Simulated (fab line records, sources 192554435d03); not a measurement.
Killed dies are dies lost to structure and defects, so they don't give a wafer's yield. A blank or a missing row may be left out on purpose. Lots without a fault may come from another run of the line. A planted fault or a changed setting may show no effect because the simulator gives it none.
fab line records | flow n5_finfet
record lots=24 wafers=72 last_day=17
route steps=1938 shown BEOL_M4@1100 BEOL_M5@1113
lots that met no fault: from a run of the same line without faults
start_h: hours from the record's first day to the start of the lot's first wafer shown | wait_h: hours since the lot's step before | " the same as in the row above | L1.1+2: a row that stands for several wafers | - no value, or no start given | * or withheld: withheld | < > ~ a bound
route shown NAME@n: a module of which the file shows steps, and the number in the route of the first | usual: mean/standard deviation of fault-free wafers | same: alike in all rows | chamber/n: place in a boat | sites: the reading at each site | _std_site: their standard deviation | _edge_site: outer sites' mean less inner sites' | radius_mm: how far each site lies from the wafer's centre | mask NAME#n: copy n | behind: the tool/chamber that last shaped the wafer | hold: why the lot was held/for how many hours/how that ended | device: the transistor (n, p or np) that didn't switch | end of line: the same wafers' tests at the end of the route | a step without rows: its recipe alone | killed: dies lost to structure and defects at the first sort, not the wafer's yield | map: a wafer's dies, x killed, . not, _ none there
set.NAME: the setting as run; set.NAME@STEP: as run at that earlier step | model.NAME: the simulator's own value behind a step, which no gauge read
steps of the route over a sample of lots; a table a step, a row a wafer
services: from which hour (start_h, from the record's first day; less than 0 if before it) a tool's chamber was out of use, for how many hours, and why
## steps
# step N5_BEOL_M4_SPUTTER_96
# recipe material=Cu target_thk_a=45 temp_c=-20 chamber_pressure_pa=0.07 power_w=withheld time_s=8.29
# usual chuck_sensor_temp_C=-16.2/0.47 throttle_valve_pct=30.6/0.78
# columns lot.wafer tool chamber start_h wait_h chuck_sensor_temp_C throttle_valve_pct
L075.3 pvd_sputter-02 - 182.42 0.1 -16.8 29.9
L075.4 " - " " -16.2 30.2
L075.5 " - " " -16.5 29.8
L074.3 pvd_sputter-01 - 183.94 0.1 -16.9 29.6
L074.5 " - " " -16.8 29.6
L074.6 " - " " -15.3 29.9
L076.2 pvd_sputter-02 - 185.54 0.1 -16.7 29.2
L076.4 " - " " -16.0 31.2
L076.5 " - " " -16.2 30.3
L077.1 pvd_sputter-03 - 188.03 0.1 -16.2 31.5
L077.3 " - " " -15.9 31.8
L077.5 " - " " -15.8 31.9
L078.4 pvd_sputter-03 - 190.08 0.1 -16.3 30.5
L078.5 " - " " -16.4 30.2
L078.6 " - " " -15.7 31.7
L079.2 pvd_sputter-02 - 190.23 0.1 -16.0 31.0
L079.3 " - " " -16.7 29.2
L079.6 " - " " -16.8 29.4
L080.2 pvd_sputter-01 - 208.71 0.1 -16.1 31.0
L080.3 " - " " -15.3 29.7
L080.5 " - " " -16.1 30.8
L081.1 pvd_sputter-02 - 211.51 0.1 -16.7 29.8
L081.3 " - " " -16.8 28.9
L081.6 " - " " -16.2 30.3
L082.1 pvd_sputter-02 - 225.75 0.1 -15.9 30.9
L082.4 " - " " -16.7 29.6
L082.6 " - " " -16.7 29.6
L083.1 pvd_sputter-03 - 230.47 0.1 -16.0 31.8
L083.3 " - " " -16.2 31.4
L083.4 " - " " -16.0 31.4
L084.2 pvd_sputter-03 - 237.00 0.1 -16.2 31.1
L084.5 " - " " -16.2 30.6
L084.6 " - " " -16.1 31.4
L085.3 pvd_sputter-03 - 238.92 0.1 -16.3 30.5
L085.4 " - " " -16.1 30.9
L085.6 " - " " -15.8 31.9
L087.2 pvd_sputter-03 - 246.46 0.1 -15.7 31.7
L087.3 " - " " -16.3 31.3
L087.6 " - " " -16.2 30.2
L088.4 pvd_sputter-01 - 251.82 0.1 -17.2 29.6
L088.5 " - " " -15.0 29.7
L088.6 " - " " -17.1 29.6
L089.1 pvd_sputter-03 - 254.59 0.1 -15.8 31.9
L089.3 " - " " -16.2 31.2
L089.4 " - " " -16.4 30.6
L086.2 pvd_sputter-02 - 255.03 0.1 -16.2 30.6
L086.4 " - " " -16.1 30.8
L086.5 " - " " -15.9 31.1
L090.1 pvd_sputter-01 - 261.65 0.1 -15.7 30.7
L090.2 " - " " -17.0 29.5
L090.6 " - " " -16.0 31.0
L092.2 pvd_sputter-02 - 273.20 0.1 -16.9 29.2
L092.3 " - " " -16.9 29.7
L092.6 " - " " -16.8 29.9
L091.1 pvd_sputter-01 - 278.87 0.1 -15.8 30.6
L091.2 " - " " -14.9 29.8
L091.3 " - " " -17.0 29.7
L093.1 pvd_sputter-03 - 283.86 0.1 -15.9 31.3
L093.2 " - " " -16.3 31.1
L093.6 " - " " -15.7 31.9
L094.1 pvd_sputter-03 - 292.55 0.1 -15.8 31.2
L094.2 " - " " -15.9 31.7
L094.6 " - " " -16.1 30.5
L095.2 pvd_sputter-01 - 292.96 0.1 -16.0 31.0
L095.3 " - " " -15.2 29.9
L095.5 " - " " -14.9 29.6
L096.2 pvd_sputter-02 - 301.53 0.1 -16.2 30.7
L096.5 " - " " -16.2 30.5
L096.6 " - " " -16.7 29.7
L097.4 pvd_sputter-03 - 306.05 0.1 -16.2 30.5
L097.5 " - " " -16.3 30.4
L097.6 " - " " -16.0 31.7
# step N5_BEOL_M4_CMP_52
# recipe stop_on=SiOC t_overpolish_s=6.8 down_force_psi=1 platen_rpm=50 clearing_platen_down_force_psi=1.5 clearing_platen_rpm=50 post_cmp_clean=cu_alkaline target_thk_nm=40 clearing_platen_pad_velocity_m_s=0.99484 pad_velocity_m_s=0.99484
# usual barrier_field_endpoint_s=24.7/0.73 motor_current_A=6.0/0.47 overpolish_run_s=6.800/0.0091 time_to_endpoint_s=62/3.1
# same t_overpolish_s=6.8
# columns lot.wafer tool chamber start_h wait_h barrier_field_endpoint_s motor_current_A overpolish_run_s time_to_endpoint_s
L075.4 cmp-03 1 182.91 0.1 25.1 6.6 6.804 66
L075.3 " 0 " " 24.4 6.4 6.800 63
L075.5 " 2 " " 25.2 5.9 6.791 64
L074.3 cmp-01 2 184.55 0.3 24.4 6.2 6.797 61
L074.5 " 3 " " 24.9 5.3 6.808 62
L074.6 " 0 " " 24.5 5.1 6.808 62
L076.4 cmp-03 2 186.08 0.2 25.2 5.7 6.812 66
L076.2 " 0 " " 24.5 6.6 6.781 62
L076.5 " 1 " " 24.6 6.8 6.796 63
L077.3 cmp-04 2 188.52 0.2 25.8 6.1 6.824 67
L077.1 " 1 " " 24.9 6.1 6.801 67
L077.5 " 2 " " 26.0 5.4 6.790 69
L078.4 cmp-03 3 190.64 0.2 24.6 5.8 6.792 62
L078.6 " 1 " " 24.7 6.6 6.798 63
L078.5 " 2 " " 25.1 6.1 6.805 64
L079.3 cmp-03 2 190.96 0.2 24.4 5.5 6.799 64
L079.2 " 3 " " 24.8 5.9 6.800 62
L079.6 " 3 " " 24.4 5.7 6.794 60
L080.3 cmp-01 2 209.25 0.2 24.2 6.6 6.806 58
L080.2 " 0 " " 23.8 5.6 6.812 56
L080.5 " 1 " " 24.0 6.1 6.793 58
L081.3 cmp-04 2 212.04 0.2 25.8 6.0 6.792 66
L081.1 " 3 " " 25.2 6.0 6.794 66
L081.6 " 2 " " 25.8 5.7 6.821 66
L082.1 cmp-03 0 226.28 0.3 24.0 6.4 6.795 63
L082.4 " 2 " " 24.9 5.7 6.816 65
L082.6 " 0 " " 23.7 6.2 6.801 61
L083.3 cmp-04 2 231.62 0.4 25.0 5.9 6.800 62
L083.1 " 3 " " 25.3 6.2 6.801 67
L083.4 " 0 " " 25.2 5.4 6.802 62
L084.2 cmp-01 0 237.53 0.2 23.9 5.4 6.793 58
L084.6 " 3 " " 24.2 5.0 6.824 60
L084.5 " 0 " " 24.6 5.4 6.798 60
L085.3 cmp-03 2 239.41 0.2 25.1 6.0 6.808 67
L085.4 " 0 " " 25.2 6.3 6.824 61
L085.6 " 2 " " 26.0 5.9 6.802 65
L087.3 cmp-03 2 246.96 0.2 25.6 5.8 6.796 63
L087.2 " 0 " " 25.4 6.4 6.803 63
L087.6 " 3 " " 25.8 5.7 6.788 62
L088.4 cmp-04 2 252.31 0.1 25.4 5.8 6.801 64
L088.5 " 2 " " 25.6 5.7 6.794 66
L088.6 " 3 " " 26.5 6.1 6.789 66
L089.3 cmp-01 1 255.08 0.2 23.6 6.2 6.806 61
L089.4 " 2 " " 23.3 6.8 6.804 58
L089.1 " 3 " " 23.7 5.4 6.801 58
L086.2 cmp-03 0 256.05 0.6 24.0 6.5 6.786 57
L086.4 " 2 " " 25.1 5.9 6.799 64
L086.5 " 0 " " 24.8 6.6 6.805 59
L090.1 cmp-04 2 262.18 0.3 24.5 6.0 6.792 65
L090.2 " 3 " " 24.6 6.1 6.818 64
L090.6 " 1 " " 24.5 6.0 6.813 63
L092.2 cmp-01 2 273.75 0.3 23.7 6.4 6.797 56
L092.3 " 0 " " 23.4 5.3 6.805 57
L092.6 " 1 " " 24.1 6.0 6.808 59
L091.3 cmp-01 2 279.40 0.2 22.8 6.7 6.812 55
L091.2 " 3 " " 23.2 5.1 6.785 58
L091.1 " 0 " " 23.2 5.2 6.790 59
L093.1 cmp-03 3 284.36 0.3 24.4 5.6 6.789 61
L093.2 " 0 " " 23.9 6.2 6.792 59
L093.6 " 3 " " 25.1 5.6 6.794 65
L094.1 cmp-01 0 293.08 0.3 24.4 5.2 6.790 62
L094.2 " 2 " " 24.4 6.7 6.793 62
L094.6 " 0 " " 25.6 5.2 6.806 64
L095.3 cmp-04 0 293.53 0.2 24.2 5.4 6.798 64
L095.2 " 1 " " 25.5 5.9 6.811 64
L095.5 " 2 " " 25.7 5.7 6.807 65
L096.2 cmp-01 1 302.07 0.2 24.2 6.6 6.785 60
L096.6 " 0 " " 25.0 5.4 6.794 60
L096.5 " 1 " " 24.8 6.0 6.798 58
L097.4 cmp-04 3 306.65 0.2 25.6 6.2 6.797 64
L097.6 " 0 " " 25.0 5.2 6.794 65
L097.5 " 1 " " 25.6 6.4 6.803 66
# step N5_BEOL_M4_CO_CAP_55
# recipe material=Co target_thk_a=20 temp_c=200 precursor=CCTBA/H2 pressure_torr=30 time_s=102.1
# usual heater_power_w=226/15
# columns lot.wafer tool chamber start_h wait_h heater_power_w
L075.3 cvd_co-01 1 183.28 0.0 202
L075.4 " 0 " " 245
L075.5 " 1 " " 202
L074.3 cvd_co-02 0 184.81 0.0 227
L074.5 " 1 " " 232
L074.6 " 0 " " 227
L076.2 cvd_co-01 0 186.41 0.0 253
L076.4 " 0 " " 252
L076.5 " 2 " " 219
L077.1 cvd_co-01 0 188.89 0.0 251
L077.3 " 2 " " 224
L077.5 " 1 " " 201
L078.4 cvd_co-02 2 190.98 0.0 220
L078.5 " 0 " " 225
L078.6 " 1 " " 230
L079.2 cvd_co-02 1 191.33 0.0 233
L079.3 " 2 " " 219
L079.6 " 1 " " 237
L080.2 cvd_co-02 2 209.58 0.0 217
L080.3 " 1 " " 235
L080.5 " 2 " " 229
L081.1 cvd_co-02 2 212.37 0.0 222
L081.3 " 0 " " 225
L081.6 " 1 " " 237
L082.1 cvd_co-01 0 226.62 0.0 255
L082.4 " 2 " " 224
L082.6 " 0 " " 243
L083.1 cvd_co-01 1 232.00 0.0 202
L083.3 " 0 " " 248
L083.4 " 2 " " 230
L084.2 cvd_co-01 2 237.86 0.0 222
L084.5 " 1 " " 196
L084.6 " 0 " " 245
L085.3 cvd_co-02 2 239.78 0.0 215
L085.4 " 2 " " 228
L085.6 " 0 " " 229
L087.2 cvd_co-01 1 247.35 0.0 203
L087.3 " 1 " " 198
L087.6 " 0 " " 255
L088.4 cvd_co-01 1 252.86 0.1 204
L088.5 " 1 " " 202
L088.6 " 0 " " 253
L089.1 cvd_co-02 2 255.46 0.0 222
L089.3 " 1 " " 235
L089.4 " 1 " " 234
L086.2 cvd_co-02 0 256.52 0.0 223
L086.4 " 2 " " 228
L086.5 " 0 " " 223
L090.1 cvd_co-02 0 262.51 0.0 224
L090.2 " 1 " " 230
L090.6 " 1 " " 230
L092.2 cvd_co-01 0 274.08 0.0 235
L092.3 " 2 " " 225
L092.6 " 0 " " 249
L091.1 cvd_co-01 1 279.73 0.0 203
L091.2 " 2 " " 225
L091.3 " 0 " " 247
L093.1 cvd_co-01 1 284.73 0.0 203
L093.2 " 0 " " 250
L093.6 " 0 " " 254
L094.1 cvd_co-02 2 293.41 0.0 222
L094.2 " 0 " " 229
L094.6 " 2 " " 224
L095.2 cvd_co-02 2 293.82 0.0 222
L095.3 " 1 " " 240
L095.5 " 2 " " 224
L096.2 cvd_co-02 2 302.40 0.0 223
L096.5 " 1 " " 236
L096.6 " 2 " " 229
L097.4 cvd_co-01 1 306.95 0.0 201
L097.5 " 2 " " 222
L097.6 " 0 " " 242
# step N5_BEOL_M5_CURE_79
# recipe temp_c=385 time_s=240 ambient=He/Ar material=SiCOH_lowk
# usual lamp_power_pct=52.31/0.053 wafer_temp_C_max=387.0/0.79
# columns lot.wafer tool chamber start_h wait_h lamp_power_pct wafer_temp_C_max
L075.3 uv_cure-01 1 184.73 0.2 52.29 387.1
L075.4 " 1 " " 52.40 386.6
L075.5 " 1 " " 52.35 387.4
L074.3 uv_cure-01 1 186.32 0.3 52.29 387.5
L074.5 " 1 " " 52.34 387.8
L074.6 " 1 " " 52.31 387.2
L076.2 uv_cure-03 1 187.75 0.1 52.29 386.9
L076.4 " 1 " " 52.32 386.8
L076.5 " 1 " " 52.36 386.4
L077.1 uv_cure-03 0 190.15 0.0 52.34 387.3
L077.3 " 0 " " 52.21 387.3
L077.5 " 0 " " 52.31 387.4
L078.4 uv_cure-03 0 192.68 0.5 52.31 387.2
L078.5 " 0 " " 52.24 387.1
L078.6 " 0 " " 52.39 387.5
L079.2 uv_cure-02 2 193.12 0.1 52.36 387.0
L079.3 " 2 " " 52.35 387.9
L079.6 " 2 " " 52.29 386.9
L080.2 uv_cure-02 0 210.92 0.1 52.30 387.6
L080.3 " 0 " " 52.30 386.6
L080.5 " 0 " " 52.37 388.5
L081.1 uv_cure-01 2 213.69 0.1 52.23 388.6
L081.3 " 2 " " 52.40 387.9
L081.6 " 2 " " 52.29 388.1
L082.1 uv_cure-02 0 227.89 0.1 52.35 387.8
L082.4 " 0 " " 52.39 388.8
L082.6 " 0 " " 52.28 387.6
L083.1 uv_cure-03 0 233.25 0.0 52.34 386.9
L083.3 " 0 " " 52.36 387.6
L083.4 " 0 " " 52.31 387.2
L084.2 uv_cure-02 1 239.20 0.1 52.28 385.5
L084.5 " 1 " " 52.23 385.9
L084.6 " 1 " " 52.22 386.0
L085.3 uv_cure-01 0 241.20 0.2 52.29 386.0
L085.4 " 0 " " 52.34 386.4
L085.6 " 0 " " 52.29 386.3
L087.2 uv_cure-03 0 248.72 0.1 52.32 386.9
L087.3 " 0 " " 52.29 387.3
L087.6 " 0 " " 52.34 386.8
L088.4 uv_cure-01 0 254.37 0.3 52.34 386.4
L088.5 " 0 " " 52.21 386.3
L088.6 " 0 " " 52.30 385.8
L089.1 uv_cure-02 1 256.75 0.0 52.32 386.3
L089.3 " 1 " " 52.38 386.0
L089.4 " 1 " " 52.14 386.1
L086.2 uv_cure-02 2 257.88 0.1 52.35 387.4
L086.4 " 2 " " 52.29 386.9
L086.5 " 2 " " 52.26 386.8
L090.1 uv_cure-03 1 263.81 0.0 52.28 386.4
L090.2 " 1 " " 52.34 385.9
L090.6 " 1 " " 52.26 385.9
L092.2 uv_cure-01 2 275.51 0.2 52.21 387.8
L092.3 " 2 " " 52.23 388.4
L092.6 " 2 " " 52.34 387.8
L091.1 uv_cure-03 0 281.00 0.0 52.30 387.3
L091.2 " 0 " " 52.31 386.9
L091.3 " 0 " " 52.23 386.8
L093.1 uv_cure-02 1 285.98 0.0 52.29 386.3
L093.2 " 1 " " 52.23 386.1
L093.6 " 1 " " 52.34 386.2
L094.1 uv_cure-01 2 294.67 0.0 52.32 387.7
L094.2 " 2 " " 52.37 387.4
L094.6 " 2 " " 52.30 387.7
L095.2 uv_cure-03 0 295.19 0.1 52.31 387.2
L095.3 " 0 " " 52.35 387.9
L095.5 " 0 " " 52.29 387.5
L096.2 uv_cure-03 1 303.74 0.1 52.27 386.1
L096.5 " 1 " " 52.38 386.2
L096.6 " 1 " " 52.31 386.9
L097.4 uv_cure-02 1 309.19 1.0 52.27 385.4
L097.5 " 1 " " 52.41 385.4
L097.6 " 1 " " 52.27 386.0
# step N5_BEOL_M5_ETCH_62
# recipe chemistry=N2/H2 target=SOC target_depth_a=750 overetch_a=150 mask_material=SiARC temp_c=40 time_s=112.5 ion_energy_ev=200 pressure_mtorr=30 source_w=840 bias_w=150 n2_flow_sccm=200 h2_flow_sccm=200
# usual drypump_motor_current_A=5.84/0.26 oes_product_au=0.61/0.068 rf_vpp_V=524.2/2.3 showerhead_plenum_p_Torr=2.56/0.077 throttle_valve_pct=17.90/0.24
# columns lot.wafer tool chamber start_h wait_h drypump_motor_current_A oes_product_au rf_hours_counter_h rf_vpp_V showerhead_plenum_p_Torr throttle_valve_pct
L075.3 rie_diel-06 0 186.55 0.0 5.86 0.54 234 526.4 2.61 18.08
L075.4 " 3 " " 6.16 0.64 84 522.2 2.46 17.92
L075.5 " 3 " " 6.18 0.65 - 522.2 2.46 17.91
L074.3 rie_diel-06 2 187.97 0.0 5.77 0.58 183 525.8 2.64 17.99
L074.5 " 3 " " 6.16 0.63 - 521.1 2.46 17.91
L074.6 " 0 " " 5.86 0.54 - 524.9 2.61 18.10
L076.2 rie_diel-02 2 189.24 0.0 5.29 0.61 145 520.9 2.45 17.71
L076.4 " 3 " " 5.59 0.54 242 524.5 2.60 18.03
L076.5 " 0 " " 6.08 0.61 - 524.6 2.54 18.05
L077.1 rie_diel-06 2 195.12 0.0 5.77 0.58 184 525.6 2.64 18.02
L077.3 " 1 " " 5.95 0.56 244 525.3 2.61 17.85
L077.5 " 3 " " 6.14 0.64 - 522.7 2.46 17.92
L078.4 rie_diel-06 2 195.64 0.0 5.79 0.58 184 527.3 2.64 18.00
L078.5 " 1 " " 5.96 0.56 - 525.6 2.61 17.85
L078.6 " 2 " " 5.77 0.58 - 525.9 2.64 18.02
L079.2 rie_diel-06 3 197.01 0.0 6.13 0.63 86 522.3 2.46 17.91
L079.3 " 1 " " 5.96 0.56 245 524.6 2.61 17.85
L079.6 " 3 " " 6.17 0.64 - 520.1 2.46 17.91
L080.2 rie_diel-02 3 212.63 0.0 5.61 0.54 248 526.7 2.60 18.05
L080.3 " 2 " " 5.32 0.60 152 520.2 2.45 17.71
L080.5 " 3 " " 5.62 0.54 - 525.1 2.60 18.03
L081.1 rie_diel-02 0 216.43 0.0 6.09 0.60 170 524.4 2.53 18.06
L081.3 " 2 " " 5.33 0.60 153 520.9 2.45 17.72
L081.6 " 0 " " 6.09 0.60 - 522.9 2.53 18.07
L082.1 rie_diel-06 3 229.33 0.0 6.17 0.63 97 521.5 2.45 17.93
L082.4 " 2 " " 5.76 0.57 - 526.7 2.64 18.02
L082.6 " 0 " " 5.84 0.54 - 526.4 2.60 18.12
L083.1 rie_diel-06 2 235.13 0.0 5.78 0.57 198 526.3 2.64 18.02
L083.3 " 3 " " 6.13 0.62 100 521.4 2.45 17.94
L083.4 " 0 " " 5.85 0.53 - 525.3 2.60 18.12
L084.2 rie_diel-06 2 242.50 0.0 5.76 0.57 201 526.8 2.63 18.03
L084.5 " 3 " " 6.15 0.63 - 520.9 2.45 17.94
L084.6 " 2 " " 5.77 0.57 - 527.0 2.63 18.01
L085.3 rie_diel-04 1 242.94 0.0 6.24 0.71 37 528.1 2.70 17.91
L085.4 " 0 " " 5.83 0.59 169 527.0 2.65 18.25
L085.6 " 0 " " 5.86 0.59 - 524.8 2.65 18.23
L087.2 rie_diel-04 0 252.66 0.0 5.87 0.60 171 526.4 2.65 18.24
L087.3 " 3 " " 5.46 0.56 233 523.7 2.51 18.20
L087.6 " 3 " " 5.46 0.56 - 523.3 2.51 18.19
L088.4 rie_diel-04 0 256.24 0.1 5.85 0.59 - 525.7 2.64 18.25
L088.5 " 2 " " 5.80 0.67 - 523.0 2.48 17.20
L088.6 " 1 " " 6.26 0.70 - 527.5 2.70 17.91
L089.1 rie_diel-06 1 258.98 0.0 5.96 0.74 7 524.5 2.60 17.42
L089.3 " 0 " " 5.83 0.75 2 524.9 2.60 17.69
L089.4 " 3 " " 6.16 0.62 108 521.3 2.45 17.95
L086.2 rie_diel-02 0 259.81 0.0 6.09 0.59 184 524.7 2.53 18.10
L086.4 " 3 " " 5.61 0.77 5 525.3 2.60 17.59
L086.5 " 2 " " 5.34 0.60 - 522.1 2.44 17.75
L090.1 rie_diel-02 1 268.94 0.0 5.91 0.55 237 521.2 2.50 18.14
L090.2 " 0 " " 6.10 0.59 186 522.2 2.53 18.08
L090.6 " 3 " " 5.60 0.77 - 526.4 2.60 17.61
L092.2 rie_diel-06 0 280.07 0.0 5.85 0.73 9 526.2 2.60 17.70
L092.3 " 1 " " 5.94 0.73 15 525.5 2.60 17.41
L092.6 " 2 " " 5.78 0.57 - 527.7 2.63 18.05
L091.1 rie_diel-02 0 285.48 0.0 6.08 0.58 194 523.2 2.52 18.12
L091.2 " 1 " " 5.89 0.54 245 520.7 2.49 18.15
L091.3 " 2 " " 5.30 0.59 178 521.0 2.44 17.76
L093.1 rie_diel-06 1 288.52 0.0 5.95 0.71 19 525.6 2.60 17.45
L093.2 " 3 " " 6.12 0.61 119 520.6 2.44 17.99
L093.6 " 2 " " 5.77 0.56 - 526.5 2.63 18.05
L094.1 rie_diel-06 2 296.02 0.0 5.76 0.56 222 527.3 2.62 18.06
L094.2 " 1 " " 5.97 0.71 22 525.2 2.60 17.44
L094.6 " 2 " " 5.79 0.56 - 525.9 2.62 18.05
L095.2 rie_diel-02 2 298.71 0.0 5.31 0.58 185 520.5 2.43 17.77
L095.3 " 0 " " 6.08 0.59 201 522.2 2.52 18.13
L095.5 " 1 " " 5.90 0.54 - 523.5 2.49 18.17
L096.2 rie_diel-02 0 305.55 0.0 6.08 0.58 205 521.8 2.52 18.13
L096.5 " 0 " " 6.11 0.58 - 523.1 2.52 18.14
L096.6 " 3 " " 5.60 0.74 - 525.8 2.59 17.61
L097.4 rie_diel-02 3 311.39 0.1 5.61 0.73 - 525.3 2.59 17.62
L097.5 " 0 " " 6.10 0.57 - 524.0 2.52 18.13
L097.6 " 2 " " 5.33 0.59 - 521.2 2.43 17.79
# step N5_BEOL_M5_STRIP_19
# recipe chemistry=O2 power_w=400 temp_c=40 pressure_mtorr=30 rf_frequency_hz=6e+07 bias_power_w=0 overash_fraction=0.2 o2_flow_sccm=225
# usual drypump_motor_current_A=5.85/0.25 oes_product_au=0.78/0.093 rf_vpp_V=3.7/0.54 showerhead_plenum_p_Torr=2.11/0.06 throttle_valve_pct=16.78/0.23
# columns lot.wafer tool chamber start_h wait_h drypump_motor_current_A oes_product_au rf_hours_counter_h rf_vpp_V showerhead_plenum_p_Torr throttle_valve_pct
L075.3 rie_diel-06 3 186.83 0.1 6.14 0.80 84 4.8 2.03 16.78
L075.4 " 1 " " 5.94 0.70 243 4.0 2.16 16.82
L075.5 " 3 " " 6.15 0.81 - 3.3 2.03 16.78
L074.3 rie_diel-02 3 188.48 0.3 5.60 0.68 241 3.8 2.15 16.92
L074.5 " 0 " " 6.09 0.77 - 3.7 2.10 16.91
L074.6 " 3 " " 5.57 0.68 - 2.7 2.15 16.92
L076.2 rie_diel-06 3 189.60 0.2 6.15 0.81 85 2.9 2.03 16.78
L076.4 " 0 " " 5.85 0.68 235 3.7 2.15 17.11
L076.5 " 2 " " 5.76 0.72 - 4.2 2.17 16.79
L077.1 rie_diel-06 3 195.52 0.2 6.14 0.81 86 3.8 2.03 16.79
L077.3 " 1 " " 5.94 0.70 245 4.2 2.16 16.83
L077.5 " 2 " " 5.75 0.73 - 3.6 2.17 16.81
L078.4 rie_diel-06 3 195.92 0.1 6.14 0.81 86 3.4 2.03 16.78
L078.5 " 3 " " 6.13 0.80 - 3.4 2.03 16.78
L078.6 " 2 " " 5.78 0.73 - 3.1 2.17 16.79
L079.2 rie_diel-04 3 197.30 0.1 5.46 0.72 217 3.8 2.08 16.95
L079.3 " 2 " " 5.79 0.90 34 4.2 2.05 16.05
L079.6 " 2 " " 5.80 0.90 - 3.5 2.05 16.04
L080.2 rie_diel-02 2 212.91 0.1 5.32 0.77 152 3.8 2.02 16.58
L080.3 " 0 " " 6.09 0.75 169 3.1 2.09 16.92
L080.5 " 1 " " 5.90 0.70 - 4.1 2.07 17.02
L081.1 rie_diel-04 1 216.82 0.2 6.23 0.93 29 3.9 2.24 16.73
L081.3 " 0 " " 5.82 0.76 161 3.2 2.18 17.02
L081.6 " 1 " " 6.24 0.93 - 3.8 2.24 16.74
L082.1 rie_diel-06 2 229.61 0.1 5.77 0.72 195 4.0 2.16 16.82
L082.4 " 2 " " 5.76 0.73 - 2.6 2.16 16.81
L082.6 " 3 " " 6.12 0.80 - 3.4 2.03 16.78
L083.1 rie_diel-06 2 235.41 0.1 5.78 0.71 198 3.5 2.16 16.81
L083.3 " 3 " " 6.13 0.79 100 3.2 2.03 16.82
L083.4 " 0 " " 5.82 0.68 - 4.4 2.15 17.12
L084.2 rie_diel-02 1 242.84 0.1 5.88 0.70 229 3.2 2.06 17.03
L084.5 " 2 " " 5.29 0.75 - 4.2 2.02 16.59
L084.6 " 1 " " 5.88 0.69 - 3.0 2.06 17.05
L085.3 rie_diel-02 2 243.45 0.3 5.31 0.76 163 4.0 2.02 16.60
L085.4 " 2 " " 5.31 0.76 - 5.1 2.02 16.60
L085.6 " 0 " " 6.08 0.74 - 3.7 2.09 16.96
L087.2 rie_diel-02 2 252.94 0.1 5.36 0.76 165 5.0 2.02 16.60
L087.3 " 3 " " 5.59 1.00 2 3.7 2.15 16.47
L087.6 " 1 " " 5.90 0.70 - 3.0 2.06 17.03
L088.4 rie_diel-06 1 256.62 0.2 5.94 0.96 6 4.0 2.16 16.36
L088.5 " 1 " " 5.95 0.95 - 3.3 2.16 16.35
L088.6 " 2 " " 5.78 0.71 - 4.0 2.16 16.84
L089.1 rie_diel-06 1 259.26 0.1 5.95 0.96 7 3.1 2.16 16.37
L089.3 " 3 " " 6.17 0.78 109 3.6 2.03 16.83
L089.4 " 0 " " 5.83 0.96 2 4.3 2.15 16.66
L086.2 rie_diel-02 3 260.09 0.1 5.59 0.98 5 3.9 2.15 16.46
L086.4 " 2 " " 5.31 0.76 168 4.2 2.02 16.61
L086.5 " 1 " " 5.88 0.69 - 4.6 2.06 17.05
L090.1 rie_diel-04 0 269.22 0.1 5.82 0.73 177 4.1 2.17 17.08
L090.2 " 1 " " 6.26 0.89 45 3.3 2.23 16.78
L090.6 " 0 " " 5.82 0.74 - 3.4 2.17 17.07
L092.2 rie_diel-02 0 280.46 0.2 6.10 0.74 191 3.1 2.09 16.97
L092.3 " 1 " " 5.90 0.69 242 3.5 2.06 17.08
L092.6 " 2 " " 5.30 0.75 - 3.4 2.01 16.62
L091.1 rie_diel-06 3 286.23 0.5 6.15 0.77 118 3.3 2.02 16.84
L091.2 " 2 " " 5.78 0.71 217 4.1 2.16 16.87
L091.3 " 1 " " 5.95 0.93 18 3.9 2.15 16.38
L093.1 rie_diel-06 2 289.03 0.3 5.77 0.70 219 4.3 2.15 16.88
L093.2 " 1 " " 5.93 0.91 19 4.1 2.15 16.38
L093.6 " 1 " " 5.94 0.92 - 3.6 2.15 16.39
L094.1 rie_diel-06 1 296.34 0.1 5.98 0.91 22 3.3 2.15 16.39
L094.2 " 3 " " 6.14 0.77 123 3.6 2.02 16.86
L094.6 " 0 " " 5.83 0.91 - 3.7 2.14 16.69
L095.2 rie_diel-06 1 299.07 0.2 5.95 0.92 23 4.2 2.15 16.40
L095.3 " 2 " " 5.76 0.70 223 4.1 2.15 16.87
L095.5 " 0 " " 5.84 0.91 - 5.0 2.14 16.69
L096.2 rie_diel-06 1 305.83 0.1 5.96 0.90 25 3.2 2.15 16.40
L096.5 " 0 " " 5.84 0.91 - 3.2 2.14 16.69
L096.6 " 1 " " 5.97 0.91 - 2.5 2.15 16.40
L097.4 rie_diel-02 0 311.63 0.1 6.10 0.72 - 4.0 2.08 16.99
L097.5 " 3 " " 5.60 0.93 - 3.3 2.14 16.49
L097.6 " 2 " " 5.32 0.74 - 4.1 2.01 16.66
## services
# columns tool chamber start_h hours kind
cmp-04 - 160.84 3.5 pm
cmp-03 - 164.14 0.4 repair
cvd_co-01 - 165.80 3.2 repair
cvd_co-01 - 171.90 2.5 repair
rie_diel-04 - 173.81 2.7 repair
cmp-01 - 176.78 0.4 repair
cmp-04 - 195.87 0.9 repair
uv_cure-03 - 206.51 2.9 repair
uv_cure-02 - 212.54 11.7 repair
uv_cure-03 - 223.53 5.0 pm
cmp-01 - 231.10 4.0 pm
rie_diel-02 3 240.04 7.0 repair
cmp-01 - 242.23 1.7 repair
cmp-01 - 244.76 2.1 repair
cvd_co-01 2 245.84 12.5 repair
cmp-01 - 250.14 0.8 repair
rie_diel-04 3 256.08 4.6 repair
cvd_co-01 - 262.09 4.3 pm
cmp-03 - 262.13 4.7 pm
rie_diel-04 - 270.47 28.1 pm
cmp-03 - 276.42 4.0 pm
cmp-01 - 280.40 2.6 repair
cmp-04 - 281.58 5.7 pm
rie_diel-02 3 286.50 12.4 repair
## key
fault none
